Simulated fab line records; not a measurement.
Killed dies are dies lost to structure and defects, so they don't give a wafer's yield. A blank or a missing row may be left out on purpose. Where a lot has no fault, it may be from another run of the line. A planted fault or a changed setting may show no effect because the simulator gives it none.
Code-filled problem report in 8D (eight disciplines) form ; flow n5_finfet ; the parts of the form that need people (team, actions taken, sign-off) are left out

1. PROBLEM STATEMENT
Wafers without a fault read 1500.0 rpm, standard deviation 1.1; spin_speed_rpm at N5_BEOL_M11_COAT_59 reads a mean of 1907.2 rpm on 6 wafers belonging to 2 lots. That is +99 or more standard deviations from the usual mean.
The step: time 60 s, resist thk 100 nm.
Seen first at day 12 20:01 on litho_track-02, wafer L451.1. The record has a number at this step for 30 wafers belonging to 10 lots. Rule for "out", or "out of limits": more than 4 standard deviations from the usual mean. The rest of the wafers with a number are treated as sound.

2. WHAT IT IS, AND WHAT IT ISN'T
question;is;is not
which readings at this step;spin_speed_rpm;plate_temp_C
which lots;L451, L452;L441, L442, L443, L444, L453, L455, L463, L464
which wafers of those lots;all that have a number;-
read on which tools;litho_track-02;litho_track-01, litho_track-04
when;from day 12 20:01;"up to then (12 sound wafers); but 12 sound wafers of L453, L455, L463, L464 came after"

3. WHAT RULES OUT EACH SUSPECT
Counting: a tool stays on the suspect list if, at a process step up to the reading, it processed all lots that are out and no sound lot following the first of them.
- litho_track-02 at N5_BEOL_M11_COAT_59 (time 60 s, resist thk 100 nm): kept. It processed each lot that is out, first L451 at day 12 20:01, and no sound lot thereafter; up to then, the last sound lot it processed was L442 at day 10 23:21. On those wafers its own readings are out: spin_speed_rpm.
Left after counting: litho_track-02 at N5_BEOL_M11_COAT_59.

4. THE CAUSE (what the simulator had put in)
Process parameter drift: litho_track-02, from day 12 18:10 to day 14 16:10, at N5_BEOL_M11_COAT_59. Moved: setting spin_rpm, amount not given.
Counting left only this tool.

5. THE EFFECT CHAIN, in route order
Each row: a reading whose mean over the struck wafers that have a number lies more than 3 standard deviations from the usual. Scope: only readings with a usual standard deviation given in the record; hours: median across lots of the time from each lot's start at the first step in this table that gives one to its start at this step; sigmas: change in usual standard deviations.
hours;step;reading;usual;on struck wafers;change;sigmas
0;N5_BEOL_M11_COAT_59;spin_speed_rpm;1500.0 rpm;1907.2;+407.2;+99 or more
Process steps it contains:
- N5_BEOL_M11_COAT_59: time 60 s, resist thk 100 nm.

6. WHAT WOULD HAVE CAUGHT IT SOONER
2 hours passed between the start of the fault at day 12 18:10 and the first reading out of limits in this record, taken at day 12 20:01.
